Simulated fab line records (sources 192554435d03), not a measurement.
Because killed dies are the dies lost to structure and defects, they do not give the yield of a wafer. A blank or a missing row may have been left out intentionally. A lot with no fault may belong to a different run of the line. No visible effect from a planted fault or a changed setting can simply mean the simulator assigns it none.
One fault seen from 2 desks :: flow n5_finfet :: each desk has only its own numbers; what lay behind them comes last

## METROLOGY DESK
What the gauges read for every lot (on any tool): the sampled wafers with a number, averaged. Marked OUT: a lot whose mean sits more than 4 standard deviations from the usual mean, which makes it out of limits; the brackets give that distance.
Columns: A = cd_nm at N5_BEOL_M12_CD_MEAS_17, usual 140.0 nm
lot: L558
first seen here: day 12 12:22
A: 136.5

lot: L560
first seen here: day 13 01:00
A: 138.1

lot: L559
first seen here: day 13 19:09
A: 140.1

lot: L563
first seen here: day 14 02:35
A: 142.2

lot: L564
first seen here: day 14 13:57
A: 140.5

lot: L565
first seen here: day 14 22:54
A: 137.7

lot: L568
first seen here: day 15 01:39
A: 138.3

lot: L570
first seen here: day 16 13:05
A: 141.2

lot: L576
first seen here: day 17 16:49
A: 138.7

lot: L579
first seen here: day 18 06:56
A: 142.3

lot: L581
first seen here: day 18 17:38
A: 139.4
Result from this desk: across the 11 lots, nothing is out of limits.

## FOR THE TOOL OWNER'S DESK: rie_diel-01
The tool's own readings at N5_BEOL_M12_VIA_ETCH_16 (etches SiOC in C4F8/O2/Ar, target depth 724.8 nm): means of the sampled wafers that have a number, for each lot that ran on this tool. Marked OUT: a lot whose mean sits more than 4 standard deviations from the usual mean, which makes it out of limits; the brackets give that distance.
Columns: A = chamber_pressure_mTorr at N5_BEOL_M12_VIA_ETCH_16, usual 30.000 mTorr; B = drypump_motor_current_A at N5_BEOL_M12_VIA_ETCH_16, usual 5.9 A; C = oes_product_au at N5_BEOL_M12_VIA_ETCH_16, usual 0.73 a.u.; D = rf_fwd_power_W at N5_BEOL_M12_VIA_ETCH_16, usual 2991 W; E = rf_vpp_V at N5_BEOL_M12_VIA_ETCH_16, usual 665 V; F = showerhead_plenum_p_Torr at N5_BEOL_M12_VIA_ETCH_16, usual 3.41 Torr; G = throttle_valve_pct at N5_BEOL_M12_VIA_ETCH_16, usual 24.1 %
lot: L560
first seen here: day 13 00:35
A: 29.996
B: 5.8
C: 0.76
D: 2994
E: 662
F: 3.32
G: 24.1

lot: L563
first seen here: day 14 02:11
A: 29.985
B: 6.1
C: 0.71
D: 2990
E: 665
F: 3.38
G: 24.2

lot: L568
first seen here: day 15 01:15
A: 30.013
B: 6.2
C: 0.72
D: 2983
E: 662
F: 3.29
G: 24.1

lot: L570
first seen here: day 16 12:45
A: 30.073
B: 6.4
C: 1.14 (+5.1) OUT
D: 2991
E: 669
F: 3.50
G: 24.3
This desk's verdict: out of limits on L570, starting with L570 at day 16 12:45 (oes_product_au at N5_BEOL_M12_VIA_ETCH_16). Within limits: L560, L563, L568.

## ALL TOGETHER
An alarm could have come from the tool owner's desk at day 16 12:45, on L570.
Nothing out of limits was seen by the metrology desk.
The metrology desk holds a record of L570, inside its limits.
Every lot named ran N5_BEOL_M12_VIA_ETCH_16 on rie_diel-01.

## WHAT HAD BEEN PUT IN BY THE SIMULATOR
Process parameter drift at N5_BEOL_M12_VIA_ETCH_16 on rie_diel-01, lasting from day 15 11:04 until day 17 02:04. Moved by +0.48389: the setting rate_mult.
Struck lots among those shown: L570.
How many hours passed from the start of the fault until each desk's first out-of-limits reading: the tool owner's desk, 26.
